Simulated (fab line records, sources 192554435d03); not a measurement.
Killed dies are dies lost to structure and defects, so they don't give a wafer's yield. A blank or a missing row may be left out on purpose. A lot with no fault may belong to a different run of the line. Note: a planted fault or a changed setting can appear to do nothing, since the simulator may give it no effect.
Which tool did it? ; flow n5 finfet ; 10 lots, 30 wafers sampled, at 3 steps of a route of 1938

== WHAT THE GAUGES SHOWED, per wafer ==
N5_BEOL_M4_THK_MEAS_53: measures by xrf.
lot;measured;on;M4_THK (nm)
L896;day 8 10:08;film metro-01;40.1 41.6 41.4
L895;day 8 12:32;film metro-02;42.2 40.8 40.5
L900;day 9 12:55;film metro-02;40.1 39.6 39.2
L903;day 10 12:18;film metro-01;38.1 39.3 39.2
L904;day 10 13:12;film metro-01;40.4 40.9 38.3
L907;day 11 15:46;film metro-02;40.1 39.4 40.0
L910;day 12 08:24;film metro-02;41.4 40.4 41.9
L914;day 13 05:08;film metro-02;41.2 41.3 40.7
L913;day 13 14:26;film metro-02;38.6 40.1 40.3
L915;day 14 01:50;film metro-02;37.8 39.6 40.4

== TOOL THAT RAN EACH LOT (tool first, then ch and the chambers of the sampled wafers, then the start) ==
lot;N5_BEOL_M4_ECD_50;N5_BEOL_M4_CMP_52
L896;ecd cu-01 ch 0,1, day 8 09:28;cmp-01 ch 0,2,3, day 8 09:53
L895;ecd cu-02 ch 0,1, day 8 11:52;cmp-01 ch 1,3, day 8 12:17
L900;ecd cu-02 ch 0,1, day 9 12:11;cmp-01 ch 0,2,3, day 9 12:42
L903;ecd cu-02 ch 0,1, day 10 11:38;cmp-02 ch 0,1, day 10 12:00
L904;ecd cu-01 ch 0, day 10 12:32;cmp-01 ch 1,2, day 10 12:55
L907;ecd cu-02 ch 0,1, day 11 14:43;cmp-01 ch 0,2, day 11 15:28
L910;ecd cu-01 ch 0,1, day 12 07:44;cmp-02 ch 0,3, day 12 08:07
L914;ecd cu-01 ch 0,1, day 13 04:28;cmp-01 ch 0,1,3, day 13 04:55
L913;ecd cu-01 ch 0,1, day 13 13:46;cmp-02 ch 1,2, day 13 14:09
L915;ecd cu-01 ch 0,1, day 14 01:11;cmp-01 ch 0,2,3, day 14 01:32
- N5_BEOL_M4_ECD_50: material Cu, target thk 300 nm.
- N5_BEOL_M4_CMP_52: polishes, stops on SiOC, t overpolish 6.8 s, target thk 40 nm.

== THE ANSWER, worked out from the rows above alone ==
Rule: what is usual is taken from the lots themselves. Put in order of their means at a reading, lots are off if they are a third of the lots or fewer, leave a main group of 4 or more, and stand apart from it by a gap of 3 or more times the standard deviation of the main group's means; of several such gaps the widest counts. Not used: any main group whose means are identical at the precision the tables above print for the reading. A lot without any number at a reading at which 4 lots or more have one is off too. Any other lot the step has rows for is counted as sound.
None of the lots is off at any reading shown; this tells nothing.

== WHAT THE SIMULATOR HAD PUT IN ==
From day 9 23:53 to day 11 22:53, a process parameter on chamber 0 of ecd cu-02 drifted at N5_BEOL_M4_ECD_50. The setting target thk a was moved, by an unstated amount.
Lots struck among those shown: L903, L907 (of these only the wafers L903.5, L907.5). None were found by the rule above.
